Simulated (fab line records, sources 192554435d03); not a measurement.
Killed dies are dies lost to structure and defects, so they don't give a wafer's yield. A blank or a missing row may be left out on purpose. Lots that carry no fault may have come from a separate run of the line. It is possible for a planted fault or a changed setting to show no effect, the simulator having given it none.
A lot that was struck, set against a sound lot :: flow n5_finfet :: 37 steps out of a route of 1938
Sound: wafers L554.1, L554.2, L554.5. Struck: wafer L547.5 (L547.1, L547.3, from the same lot, were not struck and are left out); the cause is given at the end.
At each step with rows: each side's tool, then ch and its chambers, then its first start. Under that, the readings that differ: sound wafers :: struck wafers :: difference of the means :: sigmas: that difference in standard deviations of wafers without a fault.
alike: readings with means less than 2 such deviations apart, plus words and numbers identical on both sides. not compared: withheld readings, readings lacking a value on some wafer, bounds such as >300 that could conceal the same value, and numbers that have no deviation in the record and whose values overlap.
A row with sigmas, a row that says differs or no value, or rows on one side alone: a step with any of these is where the two part. Numbers that have no deviation but don't overlap get no sigmas and don't part them. A reading missing from all wafers of one side parts the sides only when that side holds two or more wafers.

first, 8 steps without rows for these wafers: N5_MOL_CONTACT_COAG_SRD_139 (time 30 s); N5_MOL_CONTACT_COAG_PRE_CLEAN_121; N5_MOL_CONTACT_COAG_CVD_140 (deposits W, target thk 66.5 nm, time 215 s); N5_MOL_CONTACT_COAG_PRECLEAN_127 (cleans in DIW, time 57.5 s); N5_MOL_CONTACT_COAG_SRD_128 (dry time 32 s); N5_MOL_CONTACT_COAG_CMP_52 (polishes, stops on SiO2, t overpolish 1.5 s, target thk 66.5 nm); N5_MOL_CONTACT_COAG_ANNEAL_112 (time 1800 s); N5_BEOL_M0_SAQP_PECVD_00 (deposits SiCN from 3MS/NH3, target thk 8 nm, time 14 s).
N5_BEOL_M0_SAQP_ILD_DEP_01: deposits SiOC from DEMS/O2, target thk 45.419 nm, time 8.7 s.
  sound on pecvd-03 ch 0,1,2, day 9 10:15; struck on pecvd-01 ch 2, day 7 16:08
reading: model.SiOC_of_BEOL_M0_SAQP_ILD_DEP_01.thk_nm (nm)
sound: 46.4 46.4 46.4
struck: 22.4
difference: -24.0
sigmas: 
  alike: heater_power_w, showerhead_plenum_p_Torr, throttle_valve_pct
then, 25 steps without rows for these wafers: N5_BEOL_M0_SAQP_HM_DEP_02 (deposits TiN, target thk 12 nm); N5_BEOL_M0_SAQP_PECVD_03 (deposits SiCN from 3MS/NH3, target thk 12 nm, time 21.1 s); N5_BEOL_M0_SAQP_PECVD_96 (deposits a-Si from SiH4/He, target thk 45 nm, time 45.2 s); N5_BEOL_M0_SAQP_PECVD_97 (deposits SiNx from SiH4/NH3/N2, target thk 23 nm, time 19.9 s); N5_BEOL_M0_SAQP_PECVD_04 (deposits a-Si from SiH4/He, target thk 60 nm, time 60.2 s); N5_BEOL_M0_SAQP_HM_DEP_111 (deposits SiO2 from SiH4/N2O, target thk 12 nm, time 7.2 s); N5_BEOL_M0_SAQP_COAT_81 (time 60 s, resist thk 100 nm); N5_BEOL_M0_SAQP_COAT_82 (time 60 s, resist thk 30 nm); N5_BEOL_M0_SAQP_COAT_08 (resist thk 90 nm); N5_BEOL_M0_SAQP_EBR_10; N5_BEOL_M0_SAQP_SOFTBAKE_09 (time 60 s); N5_BEOL_M0_SAQP_EXPOSE_11 (exposes mask M0 CORE, target cd 42 nm); N5_BEOL_M0_SAQP_PEB_12 (peb time 60 s); N5_BEOL_M0_SAQP_DEVELOP_13 (develop time 30 s); N5_BEOL_M0_SAQP_DESCUM_19 (chemistry O2, time 7.9 s); N5_BEOL_M0_SAQP_ETCH_83 (etches SiARC in CF4, target depth 39 nm, time 65 s); N5_BEOL_M0_SAQP_ETCH_84 (etches SOC in N2/H2, target depth 100 nm, overetch 20 nm, time 150 s); N5_BEOL_M0_SAQP_STRIP_80 (strips in N2/H2); N5_BEOL_M0_SAQP_HM_OPEN_112 (chemistry CHF3/O2, target SiO2, stops on a-Si, target depth 12 nm, time 13.5 s); N5_BEOL_M0_SAQP_STRIP_113 (strips in CHF3/O2); N5_BEOL_M0_SAQP_MANDREL_ETCH_20 (etches a-Si in HBr/Cl2, stops on SiNx, target depth 60 nm, bt time 10 s, time 30 s); N5_BEOL_M0_SAQP_STRIP_86 (strips in N2/H2); N5_BEOL_M0_SAQP_STRIP_115 (strips in post etch residue remover, time 60 s); N5_BEOL_M0_SAQP_SRD_93 (time 30 s); N5_BEOL_M0_SAQP_RECESS_114 (chemistry HF/NH3, target SiO2, target depth 14.4 nm, afs cycles 3, sublimation time 60 s).
N5_BEOL_M0_CMP_120: polishes, stops on SiOC, t overpolish 6.9 s.
  sound on cmp-03 ch 0,1,2, day 10 00:41; struck on cmp-02 ch 3, day 8 07:59
reading: motor_current_A (A)
sound: 6.1 5.9 6.4
struck: 7.4
difference: +1.3
sigmas: +3

reading: model.SiOC_of_BEOL_M0_SAQP_ILD_DEP_01.thk_nm (nm)
sound: 40.2 40.4 40.2
struck: 16.4
difference: -23.9
sigmas: 
  alike: barrier_field_endpoint_s, overpolish_run_s, time_to_endpoint_s
  not compared: pad_life_wafers
N5_BEOL_M0_RS_MEAS_126: measures by four-point-probe.
  struck on film_metro-02, day 8 08:33; sound on film_metro-02, day 10 01:14
reading: M0_RS (ohm/sq)
sound: 0.487 0.527 0.536
struck: 1.192
difference: +0.675
sigmas: +29
N5_BEOL_M4_RC_MEAS_101:
  sound on prober-01 ch 0, day 12 05:53; struck on prober-01 ch 0, day 10 02:05
  alike: DIBL_N, DIBL_P, IOFF_N, IOFF_P, ION_N, ION_P, SS_N, SS_P, VT_N, VT_P

== WHERE THEY PART ==
At N5_BEOL_M0_CMP_120 first; at N5_BEOL_M0_RS_MEAS_126 last (within this record only). Later steps at which nothing parts them and some readings are alike: N5_BEOL_M4_RC_MEAS_101.

WHY: whatever the simulator had introduced
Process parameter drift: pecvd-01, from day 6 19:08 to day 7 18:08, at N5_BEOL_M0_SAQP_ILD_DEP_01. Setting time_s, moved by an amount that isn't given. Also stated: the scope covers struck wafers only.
